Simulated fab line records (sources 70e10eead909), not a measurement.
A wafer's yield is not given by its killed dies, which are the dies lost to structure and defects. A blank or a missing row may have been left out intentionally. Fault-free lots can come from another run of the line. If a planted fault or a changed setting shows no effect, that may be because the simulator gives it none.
What tool caused it? -- flow nand harc -- 30 wafers from 10 lots sampled at 5 of the route's 1159 steps

## WHAT THE GAUGES SHOWED, per wafer
NHARC_END_SORT_01. Usual: killed at array 21, standard deviation 8.9; killed at other 0.8, standard deviation 1.3; killed at periphery 3.6, standard deviation 2.4; killed dies 26, standard deviation 8.9; killed open 3.1, standard deviation 1.8; killed short 1.9, standard deviation 1.3.
lot,measured,on,killed at array,killed at other,killed at periphery,killed dies,killed open,killed short,flag
L396,day 19 14:56,prober-02,17 18 16,1 2 0,4 3 1,22 23 17,4 5 2,0 3 0,
L394,day 20 17:50,prober-02,13 16 13,2 2 0,6 8 4,21 26 17,3 4 2,0 3 1,
L402,day 21 05:49,prober-02,47 37 35,1 0 1,10 9 6,58 46 42,11 3 4,5 3 0,
L408,day 22 12:31,prober-01,674 667 664,0 1 7,3 9 6,677 677 677,5 2 2,0 1 0,OFF
L407,day 22 19:32,prober-01,668 669 677,2 0 0,7 8 0,677 677 677,4 5 4,1 2 0,OFF
L406,day 23 00:34,prober-02,673 671 671,0 2 1,4 4 5,677 677 677,3 6 6,4 1 2,OFF
L414,day 23 16:56,prober-01,40 30 25,0 0 0,3 2 0,43 32 25,5 5 2,2 3 2,
L413,day 24 07:35,prober-02,19 25 24,0 1 0,3 5 1,22 31 25,4 4 5,1 1 1,
L415,day 24 08:28,prober-01,14 13 15,0 1 1,6 3 1,20 17 17,5 2 2,2 3 3,
L416,day 24 16:11,prober-02,25 22 19,0 0 0,4 5 4,29 27 23,3 6 4,4 1 3,

## EACH LOT AND THE TOOL THAT RAN IT (in order: tool; ch and the chambers of the sampled wafers; start)
lot,NHARC_A_CONTACT_ETCH_75,NHARC_A_CONTACT_ETCH_76,NHARC_A_CONTACT_ETCH_78,NHARC_A_CONTACT_ETCH_126
L396,"rie diel-07 ch 0,2, day 16 23:08","rie diel-07 ch 0,2, day 16 23:44 or earlier","rie diel-07 ch 0,2, day 16 23:44","har cap etch-03 ch 0,1, day 17 00:44"
L394,"rie diel-03 ch 0,2, day 18 01:38","rie diel-03 ch 1,2, day 18 03:51 or earlier","rie diel-03 ch 1,3, day 18 03:51","har cap etch-02 ch 0,1, day 18 04:44"
L402,"rie diel-07 ch 2,3, day 18 11:27","rie diel-07 ch 1,2,3, day 18 12:01 or earlier","rie diel-07 ch 0,1,2, day 18 12:01","har cap etch-02 ch 0, day 18 12:50"
L408,"rie diel-03 ch 2,3, day 19 12:25","rie diel-03 ch 0,1,3, day 19 13:18 or earlier","rie diel-03 ch 0,1,3, day 19 13:18","har cap etch-01 ch 0,1, day 19 14:01"
L407,"rie diel-07 ch 0,2,3, day 19 13:56","rie diel-07 ch 1,2,3, day 19 14:27 or earlier","rie diel-07 ch 1,3, day 19 14:27","har cap etch-02 ch 0,1, day 19 15:28"
L406,"rie diel-03 ch 0,2,3, day 19 20:02","rie diel-03 ch 0,1,3, day 19 20:36 or earlier","rie diel-03 ch 0,1,2, day 19 20:36","har cap etch-02 ch 0,1, day 19 21:25"
L414,"rie diel-07 ch 2,3, day 20 22:43","rie diel-07 ch 0,1,2, day 20 23:13 or earlier","rie diel-07 ch 1,2,3, day 20 23:13","har cap etch-02 ch 0,1, day 21 00:16"
L413,"rie diel-03 ch 1,3, day 21 12:40","rie diel-03 ch 0,3, day 21 13:17 or earlier","rie diel-03 ch 1,2,3, day 21 13:17","har cap etch-01 ch 0,1, day 21 14:04"
L415,"rie diel-07 ch 1,2,3, day 21 21:41","rie diel-07 ch 1,2,3, day 21 22:22 or earlier","rie diel-03 ch 0,2,3, day 21 22:22","har cap etch-01 ch 0,1, day 21 23:17"
L416,"rie diel-07 ch 0,2,3, day 22 03:35","rie diel-07 ch 1,2,3, day 22 04:32 or earlier","rie diel-07 ch 0,1, day 22 04:32","har cap etch-01 ch 0,1, day 22 05:28"
- NHARC_A_CONTACT_ETCH_75: etches the open film in CF4, target depth 39 nm, time 65 s.
- NHARC_A_CONTACT_ETCH_76: etches the open film in N2/H2, target depth 260 nm, time 475.3 s.
- NHARC_A_CONTACT_ETCH_78: etches the open film in O2/COS, target depth 2800 nm, time 728 s.
- NHARC_A_CONTACT_ETCH_126: etches the open film in C4F8/O2/Ar, time 155 s, target depth 956 nm.

## AS READ BY THE TOOLS THEMSELVES (means over the sampled wafers that have a number; for cases with no such wafer, the mark the record gives instead)
NHARC_A_CONTACT_ETCH_75. Usual: bias w 100.0 W, standard deviation 0.31; cf4 flow sccm 150.1 sccm, standard deviation 0.48; drypump motor current A 5.4 A, standard deviation 0.42; mfc ar sccm 0.010 sccm, standard deviation 0.011; oes product au 1.002 a.u., standard deviation 0.011; rf vpp V 151.7 V, standard deviation 1.1; showerhead plenum p Torr 1.81 Torr, standard deviation 0.057; throttle valve pct 13.284 %, standard deviation 0.0093.
lot,tool,bias w (W),cf4 flow sccm (sccm),drypump motor current A (A),mfc ar sccm (sccm),oes product au (a.u.),rf vpp V (V),showerhead plenum p Torr (Torr),throttle valve pct (%),flag
L396,rie diel-07,99.9,149.9,5.2,0.004,0.999,151.3,1.80,13.291,
L394,rie diel-03,99.8,150.0,5.0,0.005,1.008,152.3,1.79,13.273,
L402,rie diel-07,100.1,150.1,5.5,0.011,0.993,151.3,1.82,13.292,
L408,rie diel-03,99.8,150.0,5.2,0.029,1.012,153.1,1.86,13.284,
L407,rie diel-07,99.9,150.1,5.3,0.007,0.998,152.4,1.82,13.289,
L406,rie diel-03,100.2,150.4,5.2,0.020,1.002,151.7,1.81,13.285,
L414,rie diel-07,100.0,150.3,5.5,0.011,0.991,152.4,1.84,13.281,
L413,rie diel-03,100.0,149.5,6.0,0.020,1.001,151.8,1.82,13.284,
L415,rie diel-07,100.4,150.5,5.5,0.013,1.002,152.9,1.84,13.283,
L416,rie diel-07,99.6,149.8,5.4,0.007,0.995,151.5,1.82,13.288,

NHARC_A_CONTACT_ETCH_76. Usual: bias w 150.1 W, standard deviation 0.48; chamber pressure mTorr 30.003 mTorr, standard deviation 0.025; drypump motor current A 5.5 A, standard deviation 0.39; mfc ar sccm 0.010 sccm, standard deviation 0.011; n2 flow sccm 150.0 sccm, standard deviation 0.48; oes product au 1.000 a.u., standard deviation 0.01; rf vpp V 432.0 V, standard deviation 2.2; showerhead plenum p Torr 2.09 Torr, standard deviation 0.076; throttle valve pct 14.172 %, standard deviation 0.0088.
lot,tool,bias w (W),chamber pressure mTorr (mTorr),drypump motor current A (A),mfc ar sccm (sccm),n2 flow sccm (sccm),oes product au (a.u.),rf vpp V (V),showerhead plenum p Torr (Torr),throttle valve pct (%),flag
L396,rie diel-07,150.1,30.027,5.3,0.007,150.1,0.998,431.4,2.09,14.172,
L394,rie diel-03,150.1,30.034,5.8,0.005,150.2,1.012,431.7,2.09,14.172,
L402,rie diel-07,150.5,30.001,5.5,0.013,150.0,0.995,433.2,2.14,14.173,
L408,rie diel-03,150.4,30.016,5.8,0.023,149.6,1.007,432.2,2.08,14.177,
L407,rie diel-07,149.9,30.011,5.5,0.013,150.1,0.995,432.4,2.13,14.167,
L406,rie diel-03,149.8,29.993,5.8,0.023,150.1,1.005,430.5,2.08,14.173,
L414,rie diel-07,150.5,29.996,5.4,0.009,149.7,1.006,431.6,2.10,14.166,
L413,rie diel-03,150.1,30.016,5.5,0.025,149.8,1.006,431.2,2.05,14.171,
L415,rie diel-07,150.3,30.013,5.5,0.013,150.4,0.993,432.7,2.13,14.167,
L416,rie diel-07,149.7,30.004,5.5,0.013,149.5,0.995,433.2,2.13,14.172,

NHARC_A_CONTACT_ETCH_78. Usual: bias w 300.2 W, standard deviation 0.9; chamber pressure mTorr 19.999 mTorr, standard deviation 0.019; drypump motor current A 5.5 A, standard deviation 0.41; mfc ar sccm 0.010 sccm, standard deviation 0.012; oes product au 1.001 a.u., standard deviation 0.01; rf vpp V 315.3 V, standard deviation 1.7; showerhead plenum p Torr 3.20 Torr, standard deviation 0.1; throttle valve pct 28.331 %, standard deviation 0.0084.
lot,tool,bias w (W),chamber pressure mTorr (mTorr),drypump motor current A (A),mfc ar sccm (sccm),oes product au (a.u.),rf vpp V (V),showerhead plenum p Torr (Torr),throttle valve pct (%),flag
L396,rie diel-07,299.3,19.994,5.3,0.007,1.007,314.8,3.19,28.325,
L394,rie diel-03,300.0,20.000,6.0,0.020,1.014,315.0,3.23,28.339,
L402,rie diel-07,300.3,20.003,5.3,0.009,0.999,316.3,3.22,28.336,
L408,rie diel-03,-,-,-,-,-,-,-,-,OFF
L407,rie diel-07,-,-,-,-,-,-,-,-,OFF
L406,rie diel-03,-,-,-,-,-,-,-,-,OFF
L414,rie diel-07,301.0,20.007,5.5,0.013,0.996,316.2,3.25,28.325,
L413,rie diel-03,300.6,20.008,5.5,0.017,0.998,316.1,3.22,28.323,
L415,rie diel-03,300.0,19.988,5.2,0.020,1.007,314.4,3.18,28.329,
L416,rie diel-07,300.5,20.007,5.2,0.006,1.007,315.3,3.21,28.331,

NHARC_A_CONTACT_ETCH_126. Usual: chamber pressure mTorr 20.000 mTorr, standard deviation 0.018; oes air line au 1.002 a.u., standard deviation 0.021.
lot,tool,chamber pressure mTorr (mTorr),oes air line au (a.u.),flag
L396,har cap etch-03,20.014,1.013,
L394,har cap etch-02,19.988,0.996,
L402,har cap etch-02,20.001,1.008,
L408,har cap etch-01,19.987,1.004,
L407,har cap etch-02,19.988,1.000,
L406,har cap etch-02,19.981,1.004,
L414,har cap etch-02,20.006,1.002,
L413,har cap etch-01,20.011,0.984,
L415,har cap etch-01,19.987,1.005,
L416,har cap etch-01,20.018,0.984,

## THE ANSWER, worked out from the rows above alone
Rule: a lot is off if the mean of its wafers that have a number lies more than 3 standard deviations from the usual mean. Also off: a lot with no number at a reading for which 4 or more lots have one. Where the step has rows for the other lots, those lots are counted as sound. After the gauges, taken in route order, come the tools' own readings; for these a lot's mean is taken, as printed above. At the first step where some lot is off, the reading lying furthest off is the one used; lots without a number count as furthest.
Off: L408, L407, L406 (NHARC_END_SORT_01, killed dies).
If a tool, at a process step before that reading, ran all the lots that are off and no sound lot after the first of them, it fits. The gauges at NHARC_END_SORT_01 aren't tried: what is off there is off at NHARC_A_CONTACT_ETCH_78 too, on other tools, and a gauge's error can't cause that. With no start given for some of its lots, NHARC_A_CONTACT_ETCH_76 uses the hours and lot order of NHARC_A_CONTACT_ETCH_78. Of those tried, none fits.

## WHAT THE SIMULATOR HAD INSERTED
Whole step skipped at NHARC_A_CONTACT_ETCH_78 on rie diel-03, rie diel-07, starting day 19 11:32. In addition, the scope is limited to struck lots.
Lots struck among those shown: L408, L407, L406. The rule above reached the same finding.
